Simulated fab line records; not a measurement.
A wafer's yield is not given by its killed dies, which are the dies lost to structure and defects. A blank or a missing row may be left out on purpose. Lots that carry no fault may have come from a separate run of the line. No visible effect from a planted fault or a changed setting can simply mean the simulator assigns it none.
Which tool was responsible? || flow n5 finfet || 10 lots, 29 wafers sampled, at 5 steps of a route of 1938

## WHAT THE GAUGES SHOWED, per wafer
N5_BEOL_M4_RC_MEAS_101.
{"lot": "L815", "measured": "day 9 01:41", "on": "prober-02", "DIBL_N (mV/V)": "34.9 33.5 35.1", "DIBL_P (mV/V)": "35.5 33.6 36.0", "IOFF_N (nA/um)": "0.155 0.128 0.159", "IOFF_P (nA/um)": "0.228 0.191 0.224", "ION_N (uA/um)": "680 667 687", "ION_P (uA/um)": "471 466 471", "SS_N (mV/dec)": "71.6 71.3 72.0", "SS_P (mV/dec)": "73.5 72.9 73.1", "VT_N (mV)": "249.3 252.2 249.7", "VT_P (mV)": "-249 -252 -247"}
{"lot": "L817", "measured": "day 9 18:49", "on": "prober-02", "DIBL_N (mV/V)": "38.8 35.9 37.8", "DIBL_P (mV/V)": "39.8 36.3 38.6", "IOFF_N (nA/um)": "0.211 0.160 0.187", "IOFF_P (nA/um)": "0.253 0.196 0.226", "ION_N (uA/um)": "694 677 679", "ION_P (uA/um)": "465 457 460", "SS_N (mV/dec)": "72.7 71.2 70.8", "SS_P (mV/dec)": "74.1 73.5 74.0", "VT_N (mV)": "248.9 250.0 249.7", "VT_P (mV)": "-249 -253 -253"}
{"lot": "L822", "measured": "day 10 02:55", "on": "prober-02", "DIBL_N (mV/V)": "38.4 37.3 37.9", "DIBL_P (mV/V)": "37.1 36.7 36.9", "IOFF_N (nA/um)": "0.194 0.182 0.184", "IOFF_P (nA/um)": "0.234 0.243 0.232", "ION_N (uA/um)": "675 687 680", "ION_P (uA/um)": "462 467 469", "SS_N (mV/dec)": "71.9 71.9 71.9", "SS_P (mV/dec)": "73.4 74.1 73.7", "VT_N (mV)": "245.2 248.5 245.5", "VT_P (mV)": "-250 -250 -251"}
{"lot": "L823", "measured": "day 11 02:08", "on": "prober-02", "DIBL_N (mV/V)": "39.2 40.3 38.9", "DIBL_P (mV/V)": "39.4 40.9 39.0", "IOFF_N (nA/um)": "0.188 0.209 0.170", "IOFF_P (nA/um)": "0.213 0.247 0.197", "ION_N (uA/um)": "679 668 674", "ION_P (uA/um)": "461 456 455", "SS_N (mV/dec)": "72.3 72.9 72.2", "SS_P (mV/dec)": "74.0 75.4 74.6", "VT_N (mV)": "248.0 247.4 250.9", "VT_P (mV)": "-251 -249 -254"}
{"lot": "L825", "measured": "day 11 17:27", "on": "prober-01", "DIBL_N (mV/V)": "36.7 36.7 37.4", "DIBL_P (mV/V)": "37.3 37.1 37.0", "IOFF_N (nA/um)": "0.152 0.151 0.160", "IOFF_P (nA/um)": "0.193 0.202 0.198", "ION_N (uA/um)": "677 673 665", "ION_P (uA/um)": "458 455 454", "SS_N (mV/dec)": "72.3 71.3 71.6", "SS_P (mV/dec)": "73.5 74.2 73.4", "VT_N (mV)": "249.6 251.6 251.6", "VT_P (mV)": "-254 -253 -254"}
{"lot": "L827", "measured": "day 11 23:23", "on": "prober-01", "DIBL_N (mV/V)": "39.6 37.6 34.9", "DIBL_P (mV/V)": "40.9 37.6 34.8", "IOFF_N (nA/um)": "0.225 0.175 0.131", "IOFF_P (nA/um)": "0.299 0.239 0.190", "ION_N (uA/um)": "692 680 664", "ION_P (uA/um)": "480 467 463", "SS_N (mV/dec)": "72.1 71.7 70.7", "SS_P (mV/dec)": "74.3 73.3 73.4", "VT_N (mV)": "245.3 248.3 250.8", "VT_P (mV)": "-246 -248 -249"}
{"lot": "L828", "measured": "day 11 23:09", "on": "prober-02", "DIBL_N (mV/V)": "35.3 36.2 36.7", "DIBL_P (mV/V)": "34.9 35.7 36.2", "IOFF_N (nA/um)": "0.123 0.135 0.145", "IOFF_P (nA/um)": "0.158 0.168 0.174", "ION_N (uA/um)": "667 672 664", "ION_P (uA/um)": "452 452 448", "SS_N (mV/dec)": "71.6 71.6 71.8", "SS_P (mV/dec)": "73.2 72.9 72.7", "VT_N (mV)": "255.3 253.1 252.7", "VT_P (mV)": "-256 -256 -255"}
{"lot": "L829", "measured": "day 12 06:28", "on": "prober-02", "DIBL_N (mV/V)": "35.3 36.1 35.7", "DIBL_P (mV/V)": "34.2 35.6 35.5", "IOFF_N (nA/um)": "0.112 0.127 0.127", "IOFF_P (nA/um)": "0.167 0.185 0.185", "ION_N (uA/um)": "653 663 666", "ION_P (uA/um)": "454 462 462", "SS_N (mV/dec)": "71.0 71.2 71.4", "SS_P (mV/dec)": "72.3 73.1 73.3", "VT_N (mV)": "253.4 254.9 253.7", "VT_P (mV)": "-255 -252 -252"}
{"lot": "L831", "measured": "day 13 00:58", "on": "prober-02", "DIBL_N (mV/V)": "36.2 36.5", "DIBL_P (mV/V)": "36.9 37.8", "IOFF_N (nA/um)": "0.150 0.161", "IOFF_P (nA/um)": "0.209 0.225", "ION_N (uA/um)": "667 674", "ION_P (uA/um)": "461 464", "SS_N (mV/dec)": "72.2 72.0", "SS_P (mV/dec)": "73.3 73.4", "VT_N (mV)": "252.9 252.8", "VT_P (mV)": "-251 -250"}
{"lot": "L835", "measured": "day 13 16:08", "on": "prober-02", "DIBL_N (mV/V)": "37.0 36.4 36.7", "DIBL_P (mV/V)": "36.3 36.3 36.4", "IOFF_N (nA/um)": "0.169 0.166 0.173", "IOFF_P (nA/um)": "0.218 0.213 0.222", "ION_N (uA/um)": "677 682 680", "ION_P (uA/um)": "459 464 464", "SS_N (mV/dec)": "72.2 71.4 72.0", "SS_P (mV/dec)": "72.9 74.0 73.8", "VT_N (mV)": "249.2 247.6 247.2", "VT_P (mV)": "-251 -252 -249"}

## WHICH TOOL RAN EACH LOT (tool, then ch and the chambers of the sampled wafers, then the start)
{"lot": "L815", "N5_SD_ACTIVATION_LSA_01": "laser anneal-02 ch 0, day 4 04:31", "N5_SDB_ALD_29": "ald sin-04 ch 0,2, day 4 13:49", "N5_SDB_CMP_30": "cmp-02 ch 0,3, day 4 16:33", "N5_DUMMY_REMOVAL_STRIP_10": "rie diel-05 ch 0,3, day 4 16:56"}
{"lot": "L817", "N5_SD_ACTIVATION_LSA_01": "laser anneal-02 ch 0, day 4 14:41", "N5_SDB_ALD_29": "ald sin-04 ch 1,2, day 5 00:49", "N5_SDB_CMP_30": "cmp-03 ch 0,1,3, day 5 03:35", "N5_DUMMY_REMOVAL_STRIP_10": "rie diel-05 ch 0,1,2, day 5 03:56"}
{"lot": "L822", "N5_SD_ACTIVATION_LSA_01": "laser anneal-02 ch 0, day 5 22:57", "N5_SDB_ALD_29": "ald sin-04 ch 0,1,3, day 6 07:16", "N5_SDB_CMP_30": "cmp-02 ch 0,1,3, day 6 09:59", "N5_DUMMY_REMOVAL_STRIP_10": "rie diel-04 ch 0,3, day 6 10:23"}
{"lot": "L823", "N5_SD_ACTIVATION_LSA_01": "laser anneal-02 ch 0, day 6 06:55", "N5_SDB_ALD_29": "ald sin-02 ch 0,2,3, day 6 16:53", "N5_SDB_CMP_30": "cmp-02 ch 0,1,3, day 6 19:46", "N5_DUMMY_REMOVAL_STRIP_10": "rie diel-05 ch 0,1, day 6 20:02"}
{"lot": "L825", "N5_SD_ACTIVATION_LSA_01": "laser anneal-02 ch 0, day 6 16:25", "N5_SDB_ALD_29": "ald sin-02 ch 0,2, day 7 01:27", "N5_SDB_CMP_30": "cmp-02 ch 0,1,3, day 7 04:16", "N5_DUMMY_REMOVAL_STRIP_10": "rie diel-05 ch 0,1,2, day 7 04:34"}
{"lot": "L827", "N5_SD_ACTIVATION_LSA_01": "laser anneal-02 ch 0, day 7 06:58", "N5_SDB_ALD_29": "ald sin-02 ch 1,2,3, day 7 16:02", "N5_SDB_CMP_30": "cmp-03 ch 0,2,3, day 7 18:48", "N5_DUMMY_REMOVAL_STRIP_10": "rie diel-05 ch 0,2,3, day 7 19:09"}
{"lot": "L828", "N5_SD_ACTIVATION_LSA_01": "laser anneal-02 ch 0, day 7 09:43", "N5_SDB_ALD_29": "ald sin-03 ch 1,2,3, day 7 18:07", "N5_SDB_CMP_30": "cmp-03 ch 0,1,2, day 7 20:52", "N5_DUMMY_REMOVAL_STRIP_10": "rie diel-05 ch 0,2,3, day 7 21:14"}
{"lot": "L829", "N5_SD_ACTIVATION_LSA_01": "laser anneal-02 ch 0, day 7 16:47", "N5_SDB_ALD_29": "ald sin-04 ch 2,3, day 8 01:19", "N5_SDB_CMP_30": "cmp-04 ch 2,3, day 8 04:03", "N5_DUMMY_REMOVAL_STRIP_10": "rie diel-03 ch 0,1, day 8 04:37"}
{"lot": "L831", "N5_SD_ACTIVATION_LSA_01": "laser anneal-02 ch 0, day 8 03:43", "N5_SDB_ALD_29": "ald sin-03 ch 3, day 8 12:48", "N5_SDB_CMP_30": "cmp-03 ch 0,1, day 8 15:34", "N5_DUMMY_REMOVAL_STRIP_10": "rie diel-03 ch 2, day 8 15:55"}
{"lot": "L835", "N5_SD_ACTIVATION_LSA_01": "laser anneal-02 ch 0, day 9 05:38", "N5_SDB_ALD_29": "ald sin-04 ch 0,1, day 9 14:03", "N5_SDB_CMP_30": "cmp-02 ch 0,1,3, day 9 16:49", "N5_DUMMY_REMOVAL_STRIP_10": "rie diel-05 ch 2,3, day 9 17:10"}
- N5_SD_ACTIVATION_LSA_01: time 0.0008 s.
- N5_SDB_ALD_29: deposits SiNx, target thk 30 nm, pulse time 1 s, ald cycles 600.
- N5_SDB_CMP_30: polishes, stops on poly-Si, t overpolish 1.54 s, target thk 30 nm.
- N5_DUMMY_REMOVAL_STRIP_10: strips in N2/H2, time 40 s.

## AS READ BY THE TOOLS THEMSELVES (means over the sampled wafers that have a number; for cases with no such wafer, the mark the record gives instead)
N5_SD_ACTIVATION_LSA_01.
{"lot": "L815", "tool": "laser anneal-02", "wafer_temp_C_max": 1085.6}
{"lot": "L817", "tool": "laser anneal-02", "wafer_temp_C_max": 1086.2}
{"lot": "L822", "tool": "laser anneal-02", "wafer_temp_C_max": 1086.7}
{"lot": "L823", "tool": "laser anneal-02", "wafer_temp_C_max": 1085.5}
{"lot": "L825", "tool": "laser anneal-02", "wafer_temp_C_max": 1085.8}
{"lot": "L827", "tool": "laser anneal-02", "wafer_temp_C_max": 1085.3}
{"lot": "L828", "tool": "laser anneal-02", "wafer_temp_C_max": 1085.8}
{"lot": "L829", "tool": "laser anneal-02", "wafer_temp_C_max": 1085.6}
{"lot": "L831", "tool": "laser anneal-02", "wafer_temp_C_max": 1087.2}
{"lot": "L835", "tool": "laser anneal-02", "wafer_temp_C_max": 1085.3}

N5_SDB_ALD_29.
{"lot": "L815", "tool": "ald sin-04", "heater power w (W)": 814, "precursor pulse height rel": 1.029}
{"lot": "L817", "tool": "ald sin-04", "heater power w (W)": 767, "precursor pulse height rel": 0.996}
{"lot": "L822", "tool": "ald sin-04", "heater power w (W)": 758, "precursor pulse height rel": 1.007}
{"lot": "L823", "tool": "ald sin-02", "heater power w (W)": 898, "precursor pulse height rel": 0.976}
{"lot": "L825", "tool": "ald sin-02", "heater power w (W)": 876, "precursor pulse height rel": 0.987}
{"lot": "L827", "tool": "ald sin-02", "heater power w (W)": 873, "precursor pulse height rel": 0.982}
{"lot": "L828", "tool": "ald sin-03", "heater power w (W)": 773, "precursor pulse height rel": 1.010}
{"lot": "L829", "tool": "ald sin-04", "heater power w (W)": 770, "precursor pulse height rel": 0.994}
{"lot": "L831", "tool": "ald sin-03", "heater power w (W)": 889, "precursor pulse height rel": 1.002}
{"lot": "L835", "tool": "ald sin-04", "heater power w (W)": 797, "precursor pulse height rel": 1.017}

N5_SDB_CMP_30.
{"lot": "L815", "tool": "cmp-02", "head pressure psi (psi)": 4.154, "motor current A (A)": 11.5, "overpolish run s (s)": 1.533, "time to endpoint s (s)": 13.6}
{"lot": "L817", "tool": "cmp-03", "head pressure psi (psi)": 4.152, "motor current A (A)": 12.6, "overpolish run s (s)": 1.541, "time to endpoint s (s)": 19.4}
{"lot": "L822", "tool": "cmp-02", "head pressure psi (psi)": 4.148, "motor current A (A)": 12.2, "overpolish run s (s)": 1.538, "time to endpoint s (s)": 16.0}
{"lot": "L823", "tool": "cmp-02", "head pressure psi (psi)": 4.153, "motor current A (A)": 12.5, "overpolish run s (s)": 1.542, "time to endpoint s (s)": 16.7}
{"lot": "L825", "tool": "cmp-02", "head pressure psi (psi)": 4.140, "motor current A (A)": 12.1, "overpolish run s (s)": 1.547, "time to endpoint s (s)": 16.0}
{"lot": "L827", "tool": "cmp-03", "head pressure psi (psi)": 4.142, "motor current A (A)": 12.9, "overpolish run s (s)": 1.542, "time to endpoint s (s)": 20.0}
{"lot": "L828", "tool": "cmp-03", "head pressure psi (psi)": 3.765, "motor current A (A)": 12.2, "overpolish run s (s)": 1.539, "time to endpoint s (s)": 20.5}
{"lot": "L829", "tool": "cmp-04", "head pressure psi (psi)": 4.150, "motor current A (A)": 12.9, "overpolish run s (s)": 1.542, "time to endpoint s (s)": 18.4}
{"lot": "L831", "tool": "cmp-03", "head pressure psi (psi)": 3.585, "motor current A (A)": 11.1, "overpolish run s (s)": 1.539, "time to endpoint s (s)": 24.0}
{"lot": "L835", "tool": "cmp-02", "head pressure psi (psi)": 4.148, "motor current A (A)": 12.9, "overpolish run s (s)": 1.546, "time to endpoint s (s)": 19.3}

N5_DUMMY_REMOVAL_STRIP_10.
{"lot": "L815", "tool": "rie diel-05", "drypump motor current A (A)": 6.0, "oes product au (a.u.)": 0.86, "rf vpp V (V)": 45.1, "showerhead plenum p Torr (Torr)": 3.33, "throttle valve pct (%)": 12.26}
{"lot": "L817", "tool": "rie diel-05", "drypump motor current A (A)": 5.7, "oes product au (a.u.)": 0.91, "rf vpp V (V)": 45.6, "showerhead plenum p Torr (Torr)": 3.49, "throttle valve pct (%)": 12.07}
{"lot": "L822", "tool": "rie diel-04", "drypump motor current A (A)": 6.1, "oes product au (a.u.)": 0.75, "rf vpp V (V)": 45.0, "showerhead plenum p Torr (Torr)": 3.28, "throttle valve pct (%)": 12.18}
{"lot": "L823", "tool": "rie diel-05", "drypump motor current A (A)": 6.0, "oes product au (a.u.)": 0.90, "rf vpp V (V)": 44.8, "showerhead plenum p Torr (Torr)": 3.40, "throttle valve pct (%)": 12.17}
{"lot": "L825", "tool": "rie diel-05", "drypump motor current A (A)": 5.7, "oes product au (a.u.)": 0.88, "rf vpp V (V)": 45.3, "showerhead plenum p Torr (Torr)": 3.48, "throttle valve pct (%)": 12.11}
{"lot": "L827", "tool": "rie diel-05", "drypump motor current A (A)": 5.7, "oes product au (a.u.)": 0.82, "rf vpp V (V)": 44.4, "showerhead plenum p Torr (Torr)": 3.40, "throttle valve pct (%)": 12.25}
{"lot": "L828", "tool": "rie diel-05", "drypump motor current A (A)": 5.7, "oes product au (a.u.)": 0.82, "rf vpp V (V)": 44.8, "showerhead plenum p Torr (Torr)": 3.40, "throttle valve pct (%)": 12.25}
{"lot": "L829", "tool": "rie diel-03", "drypump motor current A (A)": 5.8, "oes product au (a.u.)": 0.74, "rf vpp V (V)": 44.7, "showerhead plenum p Torr (Torr)": 3.27, "throttle valve pct (%)": 12.28}
{"lot": "L831", "tool": "rie diel-03", "drypump motor current A (A)": 6.2, "oes product au (a.u.)": 0.84, "rf vpp V (V)": 45.5, "showerhead plenum p Torr (Torr)": 3.42, "throttle valve pct (%)": 11.91}
{"lot": "L835", "tool": "rie diel-05", "drypump motor current A (A)": 5.4, "oes product au (a.u.)": 0.75, "rf vpp V (V)": 44.7, "showerhead plenum p Torr (Torr)": 3.40, "throttle valve pct (%)": 12.25}

## THE ANSWER, worked out from the rows above alone
Rule: the lots themselves supply what counts as usual. The widest of any qualifying gaps counts: lots, ordered by their means at a reading, are off when they make up no more than a third of the lots, leave a main group of 4 or more, and stand apart from it by 3 or more times the standard deviation of that group's means. A main group is skipped when, at the precision printed for the reading in the tables above, its means are all equal. A lot without any number at a reading at which 4 lots or more have one is off too. All remaining lots with rows at the step are treated as sound. The gauges are gone through in route order, then the tools' own readings, and for those a lot's mean is taken as printed above. The first step at which some lot is off is used, and at that step the reading that is off furthest; a lot without a number counts as furthest.
Off: L828, L831 (N5_SDB_CMP_30, head pressure psi). The main group: mean 4.148 psi, standard deviation 0.0047.
A tool fits if, at that step or a process step before it, it ran every lot that is off, and no sound lot after the first of them. Undecided on this evidence; 2 tools fit (ald sin-03 at N5_SDB_ALD_29, cmp-03 at N5_SDB_CMP_30).

## WHAT THE SIMULATOR PUT IN
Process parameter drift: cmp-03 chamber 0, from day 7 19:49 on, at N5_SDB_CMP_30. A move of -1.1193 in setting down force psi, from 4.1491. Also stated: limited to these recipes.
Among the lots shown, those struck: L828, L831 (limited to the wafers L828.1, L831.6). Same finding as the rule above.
